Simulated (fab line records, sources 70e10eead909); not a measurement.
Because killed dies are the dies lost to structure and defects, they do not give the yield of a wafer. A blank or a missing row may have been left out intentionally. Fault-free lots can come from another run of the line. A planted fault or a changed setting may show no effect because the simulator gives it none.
What tool caused it? | flow nand-harc | 6 lots with 18 wafers sampled at 3 steps, on a route of 1159 steps

== WHAT EACH GAUGE READ, for each wafer ==
NHARC_A_CONTACT_INSPECT_44.
lot  | measured     | on                | raw-defect-count
L929 | day 16 18:26 | defect-inspect-02 | 42 48 26
L931 | day 17 00:28 | defect-inspect-02 | 27 30 28
L928 | day 17 06:44 | defect-inspect-02 | 7 10 12
L934 | day 18 17:43 | defect-inspect-02 | 39 45 35
L938 | day 19 08:11 | defect-inspect-01 | 397 386 401 397 382 397
L948 | day 22 02:15 | defect-inspect-02 | 19 23 18

== WHAT TOOL EACH LOT RAN ON (gives the tool, then ch and the chambers of the sampled wafers, and finally the start) ==
lot  | NHARC_A_WL_FILL_ETCHBACK_26      | NHARC_A_CONTACT_DEP_28
L929 | rie-si-05 ch 1,2,3, day 16 08:41 | acl-dep-01 ch 0, day 16 15:20
L931 | rie-si-02 ch 1,3, day 16 14:15   | acl-dep-01 ch 0, day 16 21:03
L928 | rie-si-05 ch 1,2,3, day 16 20:16 | acl-dep-02 ch 0, day 17 04:05
L934 | rie-si-02 ch 1,2,3, day 18 08:10 | acl-dep-01 ch 0, day 18 14:47
L938 | rie-si-02 ch 0,2, day 18 21:00   | acl-dep-03 ch 0, day 19 05:56
L948 | rie-si-04 ch 0,2,3, day 21 15:31 | acl-dep-01 ch 0, day 21 23:10
- NHARC_A_WL_FILL_ETCHBACK_26: etches the open film in HBr, target depth 52 nm, time 13.3 s.
- NHARC_A_CONTACT_DEP_28: deposits aC, target thk 3600 nm.

== THE ANSWER, worked out from the rows above alone ==
Rule: the usual values come from the lots themselves. The widest of any qualifying gaps counts: lots, ordered by their means at a reading, are off when they make up no more than a third of the lots, leave a main group of 4 or more, and stand apart from it by 3 or more times the standard deviation of that group's means. If all means in a main group match to the digits the tables above print for the reading, that group is not used. A lot without any number at a reading at which 4 lots or more have one is off too. The other lots that the step has rows for count as sound.
Off: L938, at NHARC_A_CONTACT_INSPECT_44 (raw-defect-count). The main group has a mean of 27 with a standard deviation of 11.
If a tool, at a process step before that reading, ran all the lots that are off and no sound lot after the first of them, it fits. Those tools and the gauges at NHARC_A_CONTACT_INSPECT_44 are tried in the same way. Can't be told from this: 3 tools fit, rie-si-02 at NHARC_A_WL_FILL_ETCHBACK_26, acl-dep-03 at NHARC_A_CONTACT_DEP_28, defect-inspect-01 at NHARC_A_CONTACT_INSPECT_44.

== WHAT HAD BEEN PUT IN BY THE SIMULATOR ==
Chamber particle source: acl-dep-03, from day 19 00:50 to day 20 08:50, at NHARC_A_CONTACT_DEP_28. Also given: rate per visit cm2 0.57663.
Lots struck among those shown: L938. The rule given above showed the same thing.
